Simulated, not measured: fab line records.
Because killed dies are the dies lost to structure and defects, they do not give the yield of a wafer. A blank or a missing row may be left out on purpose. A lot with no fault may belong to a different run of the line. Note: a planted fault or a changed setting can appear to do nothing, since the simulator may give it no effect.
Chamber matching -- flow nand harc -- NHARC_HYBRID_BOND_ACTIVATE_00 on rie diel-07: 4 sister chambers
The step chemistry N2, time 60 s. 4 wafers are shown with their chamber, then 8 later ones without.

WAFERS, EACH WITH ITS CHAMBER
wafer,chamber,drypump motor current A (A)
L860.3,3,5.9
L860.4,0,5.5
L859.6,1,5.4
L863.1,2,6.6

WAFERS WITHOUT THEIR CHAMBER
wafer,drypump motor current A (A)
L863.2,5.4
L863.3,5.5
L865.1,6.6
L865.2,5.4
L865.3,5.5
L873.1,5.9
L873.5,5.6
L873.6,5.9

THE CHAMBER EACH PASSED THROUGH
wafer,from the rows above,in truth
L863.2,1,1
L863.3,0,0
L865.1,2,2
L865.2,1,1
L865.3,0,0
L873.1,3,3
L873.5,0,0
L873.6,3,3
Correctly placed: 8 of 8. Not placeable from these rows: 0. 0 placed wrongly.
How it was worked out, from the rows above alone: a wafer's distance from a chamber is the root of the sum, over the readings, of the square of ((its reading less the chamber's mean) divided by the reading's scatter). If the next closest chamber is less than 2 further off than the closest, the wafer can't be placed; otherwise it belongs to the closest. For every chamber, the mean is computed from those of its wafers that are shown. The scatter: root of mean squared gap, hidden wafer to nearest shown wafer, with one shown wafer a chamber.
